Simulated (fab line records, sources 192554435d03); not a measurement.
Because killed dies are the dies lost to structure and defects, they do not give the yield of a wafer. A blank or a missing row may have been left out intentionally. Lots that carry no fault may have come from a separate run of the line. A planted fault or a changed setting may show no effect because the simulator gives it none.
fab line records	flow n5-finfet	part 1 of 2: steps 1 to 3 of 6
record: lots: 23	wafers: 69	last-day: 18
route steps=1938 shown BEOL_M0_SAQP@692 BEOL_M0_CUTY@711 BEOL_M0@722
lots that met no fault: from a run of the same line without faults
start-h: the number of hours between the record's first day and the start of the first shown wafer of the lot	wait-h: hours since the lot's step before	" identical to the entry in the row above	L1.1+2: several wafers, shown together as one row	- no value, or no start given	* or withheld: withheld	< > ~ a bound
route shown NAME@n: NAME is a module with steps in the file, n the number in the route of the first one	usual: mean/standard deviation of fault-free wafers	same: alike in all rows	chamber/n: place in a boat	sites: each site's reading	_std_site: their standard deviation	_edge_site: the outer-site mean with the inner-site mean subtracted	radius-mm: how far each site lies from the wafer's centre	mask NAME#n: copy n	behind: the last tool/chamber to shape the wafer	hold: reason for holding the lot/hours on hold/outcome of the hold	device: the n, p or np transistor that did not switch	end of line: at the end of the route, the tests of the same wafers	for a step that has no rows: nothing shown but its recipe	killed: count of dies lost to structure and defects at first sort (not the wafer's yield)	map: per-die view of a wafer (x killed, . not killed, _ where there is no die)
set.NAME: the run value of the setting; set.NAME@STEP: its run value at that earlier step	model.NAME: the simulator's own value behind a step, which no gauge read
route steps across a sampled set of lots; one table per step, one row per wafer
services: the hour from which a tool's chamber was out of use, counted from the record's first day as start-h (under 0 if before that day), plus the number of hours and why
== steps ==
step: N5_BEOL_M0_SAQP_DESCUM_45
recipe: chemistry: O2	time-s: 7	source-power-w: 50	bias-power-w: 20	pressure-mtorr: 20	rf-frequency-hz: 2.712e+07	temp-c: 40	resist: CAR-EUV	o2-flow-sccm: 225
usual: drypump-motor-current-A: 5.8/0.34	oes-product-au: 0.80/0.1	rf-vpp-V: 243.1/1.4	showerhead-plenum-p-Torr: 2.09/0.079	throttle-valve-pct: 20.44/0.24
lot.wafer	tool	chamber	start-h	wait-h	drypump-motor-current-A	oes-product-au	rf-hours-counter-h	rf-vpp-V	showerhead-plenum-p-Torr	throttle-valve-pct
L076.1	rie-diel-02	0	130.08	0.0	6.6	0.72	206	241.2	1.97	20.36
L076.3	"	1	"	"	5.9	0.76	132	244.0	2.09	20.62
L076.6	"	3	"	"	5.9	0.93	-	242.8	2.15	20.39
L075.2	rie-diel-06	3	133.21	0.4	5.9	0.86	54	242.3	2.03	20.69
L075.4	"	0	"	"	5.9	0.94	15	243.9	2.16	20.13
L075.6	"	1	"	"	5.9	0.68	-	243.0	1.95	20.47
L078.3	rie-diel-02	3	143.06	0.3	5.9	0.91	24	243.3	2.15	20.39
L078.4	"	1	"	"	5.9	0.76	137	243.5	2.09	20.61
L078.5	"	1	"	"	5.9	0.76	-	244.2	2.09	20.63
L074.1	rie-diel-02	2	143.96	0.0	5.2	0.94	15	243.5	2.14	20.33
L074.5	"	2	"	"	5.3	0.95	-	242.8	2.14	20.32
L074.6	"	1	"	"	5.9	0.75	-	242.9	2.09	20.63
L079.3	rie-diel-04	3	144.12	0.0	5.4	0.86	48	242.2	2.13	20.11
L079.4	"	3	"	"	5.4	0.86	-	245.5	2.13	20.11
L079.6	"	0	"	"	6.3	0.69	-	240.5	1.99	20.86
L080.1	rie-diel-02	1	148.14	0.1	5.9	0.76	137	243.5	2.09	20.63
L080.3	"	2	"	"	5.2	0.95	15	244.4	2.14	20.32
L080.6	"	2	"	"	5.2	0.94	-	242.4	2.14	20.32
L081.2	rie-diel-04	3	153.10	0.0	5.4	0.86	50	243.0	2.13	20.13
L081.3	"	1	"	"	5.9	0.68	234	242.7	2.06	20.55
L081.5	"	3	"	"	5.4	0.86	-	243.8	2.13	20.12
L082.1	rie-diel-06	3	162.42	0.0	5.9	0.85	62	242.1	2.03	20.73
L082.2	"	0	"	"	5.9	0.91	23	242.0	2.15	20.14
L082.4	"	2	"	"	6.0	0.76	127	244.5	2.21	20.25
L083.1	rie-diel-04	0	167.17	0.0	6.3	0.68	249	241.4	1.99	20.88
L083.2	"	1	"	"	5.8	0.67	237	243.5	2.05	20.58
L083.4	"	0	"	"	6.3	0.68	-	243.2	1.99	20.88
L084.1	rie-diel-04	0	176.79	0.0	6.3	0.67	254	241.4	1.99	20.88
L084.2	"	1	"	"	5.8	0.66	242	242.5	2.05	20.59
L084.6	"	1	"	"	5.8	0.67	-	242.4	2.05	20.59
L085.2	rie-diel-06	3	178.27	0.0	5.9	0.84	67	242.8	2.03	20.74
L085.3	"	2	"	"	5.9	0.76	132	245.2	2.21	20.28
L085.6	"	1	"	"	6.0	0.68	-	241.2	1.95	20.50
L086.1	rie-diel-04	1	189.92	0.0	5.8	0.66	247	242.9	2.05	20.60
L086.3	"	0	"	"	6.4	0.67	259	239.8	1.99	20.89
L086.6	"	3	"	"	5.4	0.85	-	243.2	2.13	20.15
L087.1	rie-diel-04	1	197.54	0.2	5.8	0.66	250	242.6	2.05	20.59
L087.3	"	3	"	"	5.4	0.84	67	243.0	2.13	20.15
L087.6	"	0	"	"	6.4	0.67	-	240.4	1.98	20.90
L088.2	rie-diel-06	1	201.39	0.0	5.9	1.00	0	245.2	2.21	20.13
L088.3	"	3	"	"	5.9	0.83	76	242.7	2.02	20.76
L088.5	"	0	"	"	5.9	0.89	-	243.5	2.15	20.17
L090.1	rie-diel-04	3	207.82	0.1	5.4	0.83	70	242.6	2.12	20.16
L090.4	"	1	"	"	5.8	0.66	-	243.3	2.05	20.60
L090.5	"	0	"	"	6.3	0.67	-	241.3	1.98	20.90
L089.2	rie-diel-02	2	208.73	0.0	5.2	0.91	33	244.6	2.13	20.35
L089.3	"	1	"	"	5.9	0.75	156	244.1	2.09	20.67
L089.4	"	3	"	"	5.9	0.88	45	243.2	2.15	20.41
L091.3	rie-diel-06	1	217.73	0.0	5.9	0.98	5	244.1	2.21	20.14
L091.5	"	1	"	"	6.0	0.98	-	245.6	2.21	20.16
L091.6	"	0	"	"	5.9	0.88	-	244.6	2.15	20.17
L092.3	rie-diel-06	3	221.22	0.0	5.8	0.82	82	240.5	2.02	20.75
L092.4	"	0	"	"	5.9	0.87	42	243.5	2.15	20.17
L092.6	"	2	"	"	5.9	0.75	-	245.3	2.20	20.28
L093.1	rie-diel-06	1	224.51	0.0	6.0	0.97	7	244.6	2.21	20.16
L093.2	"	2	"	"	5.9	0.75	148	244.8	2.20	20.29
L093.4	"	3	"	"	5.9	0.82	82	242.5	2.02	20.75
L094.1	rie-diel-04	3	238.34	0.0	5.4	0.82	80	242.9	2.12	20.17
L094.2	"	1	"	"	5.8	0.65	263	242.4	2.04	20.63
L094.5	"	1	"	"	5.8	0.65	-	242.1	2.05	20.62
L095.2	rie-diel-04	2	242.65	0.2	5.4	0.76	133	244.4	2.21	20.69
L095.3	"	3	"	"	5.4	0.82	82	244.1	2.12	20.19
L095.4	"	1	"	"	5.8	0.65	-	241.6	2.04	20.62
L096.2	rie-diel-06	1	249.45	0.0	5.9	0.95	14	244.2	2.21	20.17
L096.3	"	3	"	"	5.9	0.82	89	241.3	2.02	20.76
L096.4	"	0	"	"	5.8	0.87	50	244.9	2.15	20.18
L097.2	rie-diel-02	3	258.18	0.0	5.9	0.87	60	243.6	2.14	20.45
L097.4	"	0	"	"	6.5	0.69	246	240.6	1.96	20.44
L097.5	"	3	"	"	5.9	0.86	-	243.6	2.14	20.44
step: N5_BEOL_M0_CUTY_DESCUM_61
recipe: chemistry: O2	time-s: 7.9	source-power-w: 50	bias-power-w: 20	pressure-mtorr: 20	rf-frequency-hz: 2.712e+07	temp-c: 40	resist: CAR-ArF-block	o2-flow-sccm: 225
usual: drypump-motor-current-A: 5.5/0.53	oes-product-au: 0.81/0.071	rf-vpp-V: 243.8/1.3	showerhead-plenum-p-Torr: 2.15/0.066	throttle-valve-pct: 20.52/0.2
lot.wafer	tool	chamber	start-h	wait-h	drypump-motor-current-A	oes-product-au	rf-hours-counter-h	rf-vpp-V	showerhead-plenum-p-Torr	throttle-valve-pct
L076.1	rie-diel-01	2	131.51	0.1	4.9	0.73	163	243.1	2.20	20.78
L076.3	"	0	"	"	6.4	0.82	84	243.3	2.11	20.15
L076.6	"	2	"	"	4.9	0.73	-	244.5	2.20	20.76
L075.2	rie-diel-01	0	134.78	0.0	6.4	0.83	86	241.9	2.11	20.16
L075.4	"	3	"	"	5.4	0.73	173	243.5	2.16	20.29
L075.6	"	0	"	"	6.3	0.83	-	242.8	2.11	20.15
L078.3	rie-diel-05	3	144.57	0.2	4.6	0.85	50	245.6	2.22	20.51
L078.4	"	0	"	"	6.2	0.84	74	243.2	2.05	20.79
L078.5	"	1	"	"	5.6	0.85	-	242.3	2.04	20.43
L074.1	rie-diel-05	2	145.36	0.0	5.6	0.91	36	244.3	2.22	20.36
L074.5	"	3	"	"	4.6	0.86	-	244.3	2.22	20.52
L074.6	"	2	"	"	5.6	0.91	-	245.4	2.22	20.36
L079.3	rie-diel-01	0	145.86	0.0	6.4	0.82	89	243.5	2.10	20.15
L079.4	"	2	"	"	5.0	0.73	168	243.5	2.19	20.76
L079.6	"	2	"	"	4.9	0.72	-	244.7	2.19	20.77
L080.1	rie-diel-05	3	149.63	0.0	4.6	0.85	53	246.5	2.22	20.52
L080.3	"	0	"	"	6.2	0.84	76	243.5	2.05	20.77
L080.6	"	2	"	"	5.6	0.91	-	245.2	2.22	20.37
L081.2	rie-diel-01	3	154.54	0.0	5.4	0.73	179	242.2	2.16	20.30
L081.3	"	2	"	"	4.9	0.73	170	243.0	2.19	20.77
L081.5	"	1	"	"	5.2	0.88	-	244.6	2.15	20.49
L082.1	rie-diel-05	3	163.99	0.2	4.6	0.84	58	246.5	2.22	20.53
L082.2	"	2	"	"	5.6	0.89	43	245.9	2.22	20.38
L082.4	"	3	"	"	4.6	0.86	-	245.1	2.22	20.53
L083.1	rie-diel-05	3	168.92	0.0	4.6	0.84	61	245.4	2.22	20.52
L083.2	"	2	"	"	5.6	0.89	46	245.4	2.22	20.38
L083.4	"	1	"	"	5.7	0.85	-	242.7	2.04	20.42
L084.1	rie-diel-05	3	178.47	0.0	4.6	0.84	65	246.0	2.22	20.53
L084.2	"	0	"	"	6.2	0.84	76	242.3	2.05	20.78
L084.6	"	0	"	"	6.2	0.84	-	241.7	2.05	20.76
L085.2	rie-diel-01	2	179.53	0.0	4.9	0.72	179	245.3	2.19	20.80
L085.3	"	0	"	"	6.4	0.81	98	243.9	2.10	20.19
L085.6	"	1	"	"	5.2	0.86	-	243.5	2.14	20.50
L086.1	rie-diel-03	1	193.25	0.0	5.2	0.79	119	244.7	2.12	20.52
L086.3	"	2	"	"	5.3	0.75	124	242.9	2.12	20.91
L086.6	"	3	"	"	6.4	0.67	-	241.7	1.99	20.82
L087.1	rie-diel-01	3	199.11	0.0	5.4	0.71	196	245.3	2.15	20.34
L087.3	"	1	"	"	5.3	0.85	57	243.7	2.14	20.51
L087.6	"	2	"	"	4.9	0.72	-	243.2	2.19	20.80
L088.2	rie-diel-05	0	202.66	0.0	6.2	0.84	84	242.0	2.05	20.80
L088.3	"	1	"	"	5.7	0.85	79	243.6	2.04	20.44
L088.5	"	2	"	"	5.5	0.87	-	244.2	2.21	20.41
L090.1	rie-diel-01	2	209.08	0.0	4.9	0.70	190	244.7	2.19	20.81
L090.4	"	0	"	"	6.4	0.80	110	243.3	2.10	20.19
L090.5	"	3	"	"	5.3	0.70	-	245.2	2.15	20.33
L089.2	rie-diel-05	3	210.69	0.2	4.6	0.84	75	244.9	2.21	20.56
L089.3	"	0	"	"	6.1	0.85	87	242.8	2.05	20.79
L089.4	"	2	"	"	5.6	0.87	61	245.1	2.21	20.39
L091.3	rie-diel-03	1	219.50	0.0	5.2	0.79	129	243.9	2.11	20.54
L091.5	"	2	"	"	5.3	0.75	-	242.5	2.11	20.92
L091.6	"	0	"	"	5.7	0.73	-	245.3	2.17	20.47
L092.3	rie-diel-01	3	222.54	0.0	5.3	0.70	204	243.5	2.15	20.35
L092.4	"	0	"	"	6.3	0.80	114	242.3	2.10	20.20
L092.6	"	0	"	"	6.3	0.79	-	243.9	2.10	20.19
L093.1	rie-diel-05	3	226.00	0.0	4.6	0.81	79	244.7	2.21	20.56
L093.2	"	0	"	"	6.1	0.82	91	242.7	2.05	20.80
L093.4	"	1	"	"	5.6	0.83	86	242.3	2.03	20.45
L094.1	rie-diel-03	0	239.98	0.2	5.7	0.73	167	243.9	2.17	20.48
L094.2	"	3	"	"	6.3	1.01	2	246.1	2.26	20.47
L094.5	"	3	"	"	6.3	1.01	-	245.8	2.26	20.48
L095.2	rie-diel-03	1	245.24	1.4	5.2	0.78	140	244.8	2.11	20.56
L095.3	"	3	"	"	6.3	0.99	4	244.3	2.25	20.50
L095.4	"	0	"	"	5.7	0.73	170	243.4	2.17	20.48
L096.2	rie-diel-05	0	250.84	0.0	6.2	0.82	101	241.5	2.04	20.80
L096.3	"	2	"	"	5.6	0.86	74	244.9	2.21	20.39
L096.4	"	3	"	"	4.6	0.81	89	246.3	2.21	20.59
L097.2	rie-diel-03	2	259.73	0.0	5.3	0.74	151	243.3	2.11	20.94
L097.4	"	0	"	"	5.6	0.72	176	244.4	2.16	20.51
L097.5	"	3	"	"	6.3	0.97	-	245.0	2.25	20.50
step: N5_BEOL_M0_STRIP_142
recipe: chemistry: N2/H2	time-s: 10	power-w: 450	temp-c: 40	pressure-mtorr: 20	rf-frequency-hz: 6e+07	bias-power-w: 7	n2-flow-sccm: 200	h2-flow-sccm: 200
usual: drypump-motor-current-A: 5.6/0.49	oes-product-au: 0.79/0.068	rf-vpp-V: 59.1/0.94	showerhead-plenum-p-Torr: 2.58/0.096	throttle-valve-pct: 23.82/0.12
lot.wafer	tool	chamber	start-h	wait-h	drypump-motor-current-A	oes-product-au	rf-hours-counter-h	rf-vpp-V	showerhead-plenum-p-Torr	throttle-valve-pct
L076.1	rie-diel-03	2	132.72	0.0	5.3	0.79	100	58.3	2.55	23.84
L076.3	"	3	"	"	6.4	0.70	218	58.3	2.42	23.92
L076.6	"	3	"	"	6.4	0.71	-	57.6	2.42	23.92
L075.2	rie-diel-01	3	138.15	0.0	5.3	0.73	174	60.2	2.63	23.60
L075.4	"	2	"	"	5.0	0.73	166	59.2	2.62	23.57
L075.6	"	1	"	"	5.2	0.89	-	59.3	2.59	23.53
L078.3	rie-diel-05	0	148.16	0.0	6.2	0.84	76	57.8	2.46	23.74
L078.4	"	1	"	"	5.7	0.85	63	58.1	2.48	23.99
L078.5	"	3	"	"	4.7	0.85	-	59.9	2.68	23.68
L079.3	rie-diel-03	2	148.33	0.0	5.3	0.78	107	59.2	2.55	23.84
L079.4	"	2	"	"	5.3	0.77	-	58.8	2.55	23.83
L079.6	"	3	"	"	6.3	0.70	-	58.2	2.41	23.93
L074.1	rie-diel-05	2	148.38	0.0	5.6	0.91	38	58.5	2.71	23.74
L074.5	"	3	"	"	4.6	0.85	-	59.1	2.68	23.70
L074.6	"	2	"	"	5.6	0.90	-	61.2	2.71	23.74
L080.1	rie-diel-03	3	150.32	0.0	6.4	0.70	227	58.2	2.41	23.91
L080.3	"	1	"	"	5.2	0.82	103	61.0	2.57	23.85
L080.6	"	1	"	"	5.2	0.82	-	60.4	2.57	23.84
L081.2	rie-diel-05	1	157.81	0.0	5.7	0.85	65	59.7	2.48	23.99
L081.3	"	2	"	"	5.6	0.89	40	58.4	2.71	23.76
L081.5	"	2	"	"	5.6	0.89	-	59.8	2.71	23.74
L082.1	rie-diel-03	2	167.22	0.0	5.3	0.76	114	59.1	2.54	23.86
L082.2	"	1	"	"	5.3	0.81	109	58.7	2.57	23.84
L082.4	"	3	"	"	6.4	0.68	232	59.1	2.41	23.92
L083.1	rie-diel-05	1	172.84	0.0	5.6	0.85	69	61.0	2.48	24.00
L083.2	"	3	"	"	4.6	0.84	62	59.5	2.68	23.70
L083.4	"	3	"	"	4.6	0.83	-	60.8	2.68	23.69
L084.1	rie-diel-05	1	181.00	0.0	5.6	0.85	72	59.6	2.48	24.01
L084.2	"	0	"	"	6.2	0.84	77	59.5	2.46	23.73
L084.6	"	2	"	"	5.6	0.88	-	58.0	2.71	23.79
L085.2	rie-diel-03	3	181.10	0.0	6.4	0.69	237	59.0	2.41	23.94
L085.3	"	2	"	"	5.3	0.76	119	59.5	2.54	23.87
L085.6	"	0	"	"	5.7	0.74	-	61.0	2.66	23.86
L086.1	rie-diel-05	3	196.40	0.0	4.6	0.84	70	60.5	2.68	23.70
L086.3	"	1	"	"	5.7	0.84	77	59.2	2.48	24.00
L086.6	"	3	"	"	4.6	0.82	-	59.5	2.68	23.71
L087.1	rie-diel-03	2	202.85	0.0	5.3	0.75	127	59.2	2.54	23.87
L087.3	"	3	"	"	6.3	0.68	245	59.6	2.41	23.93
L087.6	"	3	"	"	6.3	0.68	-	58.9	2.41	23.95
L088.2	rie-diel-03	3	203.67	0.0	6.3	0.68	245	59.2	2.41	23.95
L088.3	"	2	"	"	5.3	0.76	128	58.9	2.54	23.87
L088.5	"	2	"	"	5.3	0.75	-	58.9	2.54	23.87
L090.1	rie-diel-01	3	210.23	0.0	5.4	0.71	199	58.3	2.62	23.63
L090.4	"	2	"	"	5.0	0.72	190	57.9	2.61	23.58
L090.5	"	1	"	"	5.2	0.86	-	58.6	2.58	23.56
L089.2	rie-diel-03	0	212.06	0.0	5.7	0.74	154	59.7	2.65	23.87
L089.3	"	1	"	"	5.3	0.79	126	60.2	2.56	23.88
L089.4	"	2	"	"	5.3	0.75	131	58.6	2.54	23.87
L091.3	rie-diel-03	0	223.09	0.0	5.7	0.74	160	59.5	2.65	23.88
L091.5	"	0	"	"	5.7	0.75	-	59.4	2.65	23.89
L091.6	"	2	"	"	5.3	0.75	-	60.0	2.53	23.88
L092.3	rie-diel-01	3	223.42	0.0	5.4	0.69	204	59.9	2.62	23.64
L092.4	"	1	"	"	5.2	0.84	65	58.4	2.58	23.58
L092.6	"	3	"	"	5.3	0.70	-	57.9	2.62	23.65
L093.1	rie-diel-03	1	231.42	0.0	5.2	0.79	135	58.9	2.56	23.88
L093.2	"	0	"	"	5.7	0.74	164	60.3	2.65	23.89
L093.4	"	2	"	"	5.3	0.74	-	59.0	2.53	23.87
L094.1	rie-diel-05	0	241.17	0.0	6.2	0.81	96	59.2	2.45	23.77
L094.2	"	1	"	"	5.7	0.82	91	58.9	2.47	24.03
L094.5	"	1	"	"	5.6	0.82	-	58.7	2.47	24.03
L095.2	rie-diel-03	2	246.73	0.0	5.3	0.74	146	60.2	2.53	23.88
L095.3	"	3	"	"	6.3	1.00	4	59.9	2.72	23.68
L095.4	"	1	"	"	5.2	0.78	141	58.1	2.56	23.88
L096.2	rie-diel-03	3	257.78	0.0	6.4	0.96	9	58.9	2.72	23.68
L096.3	"	1	"	"	5.2	0.78	145	58.4	2.55	23.89
L096.4	"	2	"	"	5.4	0.73	150	58.0	2.53	23.88
L097.2	rie-diel-05	0	260.56	0.0	6.2	0.81	104	59.0	2.44	23.77
L097.4	"	1	"	"	5.6	0.81	100	58.2	2.47	24.03
L097.5	"	1	"	"	5.6	0.81	-	58.5	2.47	24.06
